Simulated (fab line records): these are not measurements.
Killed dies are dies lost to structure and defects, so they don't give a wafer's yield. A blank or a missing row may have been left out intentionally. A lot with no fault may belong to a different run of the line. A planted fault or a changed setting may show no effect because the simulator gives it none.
Which tool did it? | flow n5 finfet | 30 wafers from 10 lots sampled at 6 of the route's 1938 steps

## WHAT THE GAUGES READ, wafer by wafer
N5_BEOL_M3_THK_MEAS_01.
lot  | measured     | on            | M3_ILD_THK (nm)
L915 | day 7 14:49  | film metro-01 | 78.2 79.6 80.0
L916 | day 7 17:35  | film metro-02 | 78.2 79.4 79.4
L917 | day 7 23:56  | film metro-01 | 79.1 80.1 80.1
L919 | day 8 14:41  | film metro-01 | 78.7 79.5 79.6
L921 | day 8 18:22  | film metro-01 | 78.0 77.9 78.6
L925 | day 10 04:37 | film metro-02 | 70.5 79.6 70.4
L926 | day 10 05:29 | film metro-02 | 78.6 69.6 68.9
L929 | day 10 21:04 | film metro-01 | 79.4 79.4 80.1
L934 | day 12 03:02 | film metro-01 | 77.9 80.1 79.6
L935 | day 12 07:40 | film metro-02 | 78.7 78.2 80.2

N5_BEOL_M4_RC_MEAS_101.
lot  | measured     | on        | DIBL_N (mV/V)  | DIBL_P (mV/V)  | IOFF_N (nA/um)    | IOFF_P (nA/um)    | ION_N (uA/um) | ION_P (uA/um) | SS_N (mV/dec)  | SS_P (mV/dec)  | VT_N (mV)         | VT_P (mV)
L915 | day 8 12:03  | prober-01 | 36.8 37.7 36.8 | 35.5 35.8 34.7 | 0.161 0.174 0.162 | 0.221 0.220 0.213 | 675 674 664   | 463 466 460   | 71.3 71.2 71.5 | 73.0 73.1 73.5 | 250.1 250.3 248.5 | -248.8 -249.0 -247.3
L916 | day 8 14:11  | prober-02 | 35.7 34.9 34.4 | 34.7 33.4 33.8 | 0.146 0.125 0.125 | 0.190 0.172 0.180 | 672 666 667   | 463 457 464   | 71.5 70.9 71.1 | 72.8 72.9 72.9 | 252.3 252.6 252.0 | -249.1 -253.1 -251.7
L917 | day 8 17:25  | prober-02 | 35.5 34.8 36.0 | 34.7 33.8 35.1 | 0.126 0.121 0.137 | 0.169 0.164 0.182 | 658 664 672   | 450 457 459   | 70.6 69.9 70.4 | 72.4 72.7 72.3 | 250.9 252.8 252.8 | -255.3 -255.6 -254.5
L919 | day 9 12:39  | prober-02 | 36.5 37.4 37.1 | 35.8 37.8 37.4 | 0.158 0.188 0.198 | 0.203 0.239 0.240 | 669 675 683   | 459 459 466   | 71.6 71.5 71.6 | 73.5 73.4 74.4 | 249.0 248.5 248.4 | -249.5 -247.8 -247.9
L921 | day 9 14:19  | prober-02 | 36.9 37.7 36.9 | 34.3 35.4 34.6 | 0.153 0.170 0.166 | 0.203 0.221 0.202 | 670 667 674   | 467 462 459   | 71.5 71.7 71.5 | 73.2 72.8 72.8 | 249.4 247.7 250.3 | -248.5 -248.0 -252.3
L925 | day 11 06:47 | prober-02 | 36.9 35.8 36.5 | 36.3 35.2 35.7 | 0.165 0.153 0.152 | 0.255 0.231 0.236 | 678 678 671   | 471 470 467   | 71.0 71.1 71.5 | 72.7 72.7 73.2 | 247.4 244.7 248.8 | -244.3 -244.4 -244.2
L926 | day 11 01:43 | prober-02 | 38.5 38.4 36.0 | 37.1 37.0 35.3 | 0.182 0.186 0.138 | 0.229 0.229 0.193 | 678 671 658   | 466 459 455   | 72.4 72.5 71.4 | 73.8 73.3 73.3 | 249.7 249.1 255.3 | -249.3 -247.8 -251.9
L929 | day 11 16:43 | prober-01 | 36.9 38.1 38.1 | 35.3 37.1 36.7 | 0.150 0.188 0.179 | 0.187 0.223 0.210 | 673 676 674   | 460 454 464   | 70.5 71.6 71.6 | 72.4 73.1 73.3 | 250.0 248.3 246.3 | -250.0 -248.1 -252.6
L934 | day 12 20:45 | prober-02 | 34.3 35.8 36.0 | 35.7 36.9 37.6 | 0.117 0.135 0.138 | 0.192 0.214 0.222 | 663 666 673   | 461 463 467   | 71.9 71.0 71.6 | 72.9 73.7 73.1 | 254.1 254.6 254.9 | -252.3 -249.9 -250.0
L935 | day 13 06:17 | prober-01 | 35.6 36.1 36.0 | 36.5 37.8 37.2 | 0.161 0.182 0.166 | 0.215 0.238 0.222 | 666 681 677   | 461 461 462   | 71.9 71.8 72.7 | 73.0 73.9 73.7 | 249.0 246.7 248.1 | -250.2 -247.1 -251.9

## EACH LOT AND THE TOOL THAT RAN IT (in order: tool; ch and the chambers of the sampled wafers; start)
lot  | N5_BEOL_M2_ANNEAL_82         | N5_BEOL_M2_SPUTTER_86        | N5_BEOL_M2_ANNEAL_93         | N5_BEOL_M3_ILD_DEP_00
L915 | pvd sputter-01, day 7 12:17  | pvd sputter-01, day 7 12:25  | pvd sputter-01, day 7 13:10  | pecvd-03 ch 0,1, day 7 14:45
L916 | pvd sputter-02, day 7 14:45  | pvd sputter-02, day 7 14:53  | pvd sputter-02, day 7 15:38  | pecvd-03 ch 0,1,2, day 7 17:31
L917 | pvd sputter-01, day 7 21:31  | pvd sputter-01, day 7 21:39  | pvd sputter-01, day 7 22:23  | pecvd-03 ch 0,2, day 7 23:52
L919 | pvd sputter-03, day 8 11:59  | pvd sputter-03, day 8 12:08  | pvd sputter-03, day 8 12:52  | pecvd-03 ch 0,2, day 8 14:37
L921 | pvd sputter-02, day 8 15:52  | pvd sputter-02, day 8 16:00  | pvd sputter-02, day 8 16:44  | pecvd-01 ch 0,1, day 8 18:17
L925 | pvd sputter-01, day 10 02:09 | pvd sputter-01, day 10 02:17 | pvd sputter-01, day 10 03:02 | pecvd-03 ch 0,1,2, day 10 04:34
L926 | pvd sputter-02, day 10 03:04 | pvd sputter-02, day 10 03:13 | pvd sputter-02, day 10 03:57 | pecvd-03 ch 1,2, day 10 05:25
L929 | pvd sputter-02, day 10 18:39 | pvd sputter-02, day 10 18:47 | pvd sputter-02, day 10 19:32 | pecvd-04 ch 0,1, day 10 21:00
L934 | pvd sputter-03, day 12 00:10 | pvd sputter-03, day 12 00:18 | pvd sputter-03, day 12 01:02 | pecvd-01 ch 0,1,2, day 12 02:58
L935 | pvd sputter-01, day 12 05:14 | pvd sputter-01, day 12 05:22 | pvd sputter-01, day 12 06:07 | pecvd-01 ch 1,2, day 12 07:35
- N5_BEOL_M2_ANNEAL_82: time 240 s.
- N5_BEOL_M2_SPUTTER_86: material Cu, target thk 4.5 nm, time 8.29 s.
- N5_BEOL_M2_ANNEAL_93: time 240 s.
- N5_BEOL_M3_ILD_DEP_00: deposits SiOC from DEMS/O2, target thk 79 nm, time 15.3 s.

## WHAT THE TOOLS THEMSELVES READ (means of the sampled wafers that have a number; where no wafer has one, the mark that the record gives instead)
N5_BEOL_M2_ANNEAL_82.
lot  | tool           | heater power w (W)
L915 | pvd sputter-01 | 937
L916 | pvd sputter-02 | 732
L917 | pvd sputter-01 | 882
L919 | pvd sputter-03 | 828
L921 | pvd sputter-02 | 722
L925 | pvd sputter-01 | 825
L926 | pvd sputter-02 | 650
L929 | pvd sputter-02 | 668
L934 | pvd sputter-03 | 802
L935 | pvd sputter-01 | 919

N5_BEOL_M2_SPUTTER_86.
lot  | tool           | chuck sensor temp C (C) | throttle valve pct (%)
L915 | pvd sputter-01 | -15.8                   | 29.1
L916 | pvd sputter-02 | -15.9                   | 29.9
L917 | pvd sputter-01 | -16.2                   | 28.4
L919 | pvd sputter-03 | -16.1                   | 30.6
L921 | pvd sputter-02 | -16.0                   | 30.2
L925 | pvd sputter-01 | -16.1                   | 28.3
L926 | pvd sputter-02 | -16.2                   | 30.7
L929 | pvd sputter-02 | -15.8                   | 30.3
L934 | pvd sputter-03 | -15.9                   | 30.4
L935 | pvd sputter-01 | -15.9                   | 29.1

N5_BEOL_M2_ANNEAL_93.
lot  | tool           | heater power w (W)
L915 | pvd sputter-01 | 927
L916 | pvd sputter-02 | 734
L917 | pvd sputter-01 | 869
L919 | pvd sputter-03 | 836
L921 | pvd sputter-02 | 726
L925 | pvd sputter-01 | 833
L926 | pvd sputter-02 | 655
L929 | pvd sputter-02 | 673
L934 | pvd sputter-03 | 796
L935 | pvd sputter-01 | 928

N5_BEOL_M3_ILD_DEP_00.
lot  | tool     | chamber pressure Torr (Torr) | heater power w (W) | showerhead plenum p Torr (Torr) | throttle valve pct (%)
L915 | pecvd-03 | 5.007                        | 437                | 5.697                           | 11.8
L916 | pecvd-03 | 4.992                        | 462                | 5.689                           | 11.6
L917 | pecvd-03 | 4.997                        | 405                | 5.686                           | 11.7
L919 | pecvd-03 | 5.000                        | 413                | 5.689                           | 11.5
L921 | pecvd-01 | 4.991                        | 473                | 5.704                           | 11.7
L925 | pecvd-03 | 4.997                        | 454                | 5.688                           | 11.8
L926 | pecvd-03 | 4.989                        | 436                | 5.692                           | 11.7
L929 | pecvd-04 | 5.010                        | 587                | 5.706                           | 12.4
L934 | pecvd-01 | 4.993                        | 478                | 5.694                           | 11.6
L935 | pecvd-01 | 5.009                        | 468                | 5.679                           | 11.3

## THE ANSWER, worked out from the rows above alone
Rule: the lots themselves supply what counts as usual. Put in order of their means at a reading, lots are off if they are a third of the lots or fewer, leave a main group of 4 or more, and stand apart from it by a gap of 3 or more times the standard deviation of the main group's means; of several such gaps the widest counts. Not used: any main group whose means are identical at the precision the tables above print for the reading. Also off: a lot with no number at a reading for which 4 or more lots have one. Any other lot the step has rows for is counted as sound. Order of review: gauges by route order, followed by the tools' own readings, for which a lot's mean as printed above is used. At the first step where some lot is off, the reading lying furthest off is the one used; lots without a number count as furthest.
Off: L925, L926, at N5_BEOL_M3_THK_MEAS_01 (M3_ILD_THK). The main group: mean 79.2 nm, standard deviation 0.45.
A tool fits if, at a process step before that reading, it ran every lot that is off, and no sound lot after the first of them. The gauges at N5_BEOL_M3_THK_MEAS_01 are tried like those tools. One candidate fits, namely pecvd-03 at N5_BEOL_M3_ILD_DEP_00. A fault onset in the window from L919 (day 8 14:37, its last sound lot) to L925 (day 10 04:34, its first lot off) fits.

## WHAT THE SIMULATOR HAD PUT IN
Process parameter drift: pecvd-03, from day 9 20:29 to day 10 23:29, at N5_BEOL_M3_ILD_DEP_00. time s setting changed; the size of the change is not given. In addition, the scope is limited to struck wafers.
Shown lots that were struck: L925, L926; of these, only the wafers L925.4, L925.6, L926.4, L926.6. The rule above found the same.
